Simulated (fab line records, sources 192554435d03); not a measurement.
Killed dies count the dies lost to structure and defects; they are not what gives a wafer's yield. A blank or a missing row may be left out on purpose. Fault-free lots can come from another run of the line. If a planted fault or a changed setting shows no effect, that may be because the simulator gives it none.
Chamber matching / flow n5 finfet / rie diel-03 running N5_BEOL_M0_SAQP_ETCH_107: 4 sister chambers
The step etches SiNx in CH3F/O2, target depth 30 nm. 4 wafers are shown with their chamber, then 8 later ones without.

## WAFERS, EACH WITH ITS CHAMBER
wafer=L081.3; chamber=3; rf vpp V (V)=277
wafer=L083.4; chamber=2; rf vpp V (V)=304
wafer=L083.6; chamber=0; rf vpp V (V)=303
wafer=L092.1; chamber=1; rf vpp V (V)=306

## WAFERS MISSING THEIR CHAMBER
wafer=L092.3; rf vpp V (V)=278
wafer=L092.4; rf vpp V (V)=305
wafer=L093.1; rf vpp V (V)=305
wafer=L093.5; rf vpp V (V)=307
wafer=L093.6; rf vpp V (V)=303
wafer=L094.2; rf vpp V (V)=304
wafer=L094.3; rf vpp V (V)=305
wafer=L094.5; rf vpp V (V)=307

## WHICH CHAMBER EACH WENT THROUGH
wafer=L092.3; from the rows above=3; in truth=3
wafer=L092.4; from the rows above=can't be placed: 1 or 2 or 0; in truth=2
wafer=L093.1; from the rows above=can't be placed: 1 or 2 or 0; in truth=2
wafer=L093.5; from the rows above=1; in truth=1
wafer=L093.6; from the rows above=can't be placed: 0 or 2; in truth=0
wafer=L094.2; from the rows above=can't be placed: 2 or 0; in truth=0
wafer=L094.3; from the rows above=can't be placed: 1 or 2 or 0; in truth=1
wafer=L094.5; from the rows above=1; in truth=1
Correct placement for 3 of the 8. Can't be placed from these rows: 5 (the true chamber is among the candidates in 5). 0 placed wrongly.
How it was worked out, from the rows above alone: a wafer's distance from a chamber is the root of the sum, over the readings, of the square of ((its reading less the chamber's mean) divided by the reading's scatter). The wafer belongs to the nearest chamber; if the next one is less than 2 further off, it can't be placed. Each chamber's mean is taken over the wafers shown for it. The scatter (one wafer shown for each chamber): square how far every hidden wafer sits from the nearest shown wafer, average those squares and take the square root.
